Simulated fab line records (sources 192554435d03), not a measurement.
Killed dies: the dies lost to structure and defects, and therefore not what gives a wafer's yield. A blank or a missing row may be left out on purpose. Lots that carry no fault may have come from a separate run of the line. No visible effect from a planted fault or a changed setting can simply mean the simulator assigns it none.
Matching of chambers + flow n5-finfet + cmp-01 running N5_ILD0_CMP_07: 4 sister chambers
The step polishes SiO2 flowable, stops on poly-Si, t overpolish 1.18 s, target thk 138.88 nm. 8 wafers are shown with their chamber, then 11 later ones without.

## WAFERS WITH THEIR CHAMBER
| wafer  | chamber | motor-current-A (A) |
|--------|---------|---------------------|
| L077.5 | 0       | 10.8                |
| L082.5 | 2       | 13.5                |
| L087.1 | 0       | 10.8                |
| L087.6 | 1       | 13.2                |
| L089.2 | 2       | 13.3                |
| L089.4 | 1       | 13.1                |
| L089.6 | 3       | 13.2                |
| L090.2 | 3       | 13.0                |

## WAFERS WITH NO CHAMBER GIVEN
| wafer  | motor-current-A (A) |
|--------|---------------------|
| L090.3 | 11.6                |
| L090.6 | 10.8                |
| L091.1 | 13.2                |
| L091.3 | 11.3                |
| L091.6 | 13.0                |
| L094.1 | 13.0                |
| L094.4 | 12.8                |
| L094.5 | 13.5                |
| L096.2 | 12.9                |
| L096.3 | 13.9                |
| L096.5 | 10.4                |

## CHAMBER TAKEN BY EACH
| wafer  | from the rows above          | in truth                   |
|--------|------------------------------|----------------------------|
| L090.3 | 0                            | 0                          |
| L090.6 | 0                            | 0                          |
| L091.1 | can't be placed: 1 or 3 or 2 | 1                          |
| L091.3 | 0                            | 0                          |
| L091.6 | can't be placed: 3 or 1      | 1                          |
| L094.1 | can't be placed: 3 or 1      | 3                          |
| L094.4 | can't be placed: 3 or 1      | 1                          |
| L094.5 | 2                            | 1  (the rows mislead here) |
| L096.2 | can't be placed: 3 or 1      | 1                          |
| L096.3 | 2                            | 2                          |
| L096.5 | 0                            | 0                          |
Correctly placed: 5 of 11. Cannot be placed on the basis of these rows: 5; the candidates contain the true chamber in 5. Wrongly placed: 1.
How it was worked out, from the rows above alone: a wafer's distance from a chamber is the root of the sum, over the readings, of the square of ((its reading less the chamber's mean) divided by the reading's scatter). If the next closest chamber is less than 2 further off than the closest, the wafer can't be placed; otherwise it belongs to the closest. For every chamber, the mean is computed from those of its wafers that are shown. How the scatter is found: for the shown wafers, subtract from each reading the mean of its chamber, square and add these, divide the total by (wafers less chambers), then take the root.
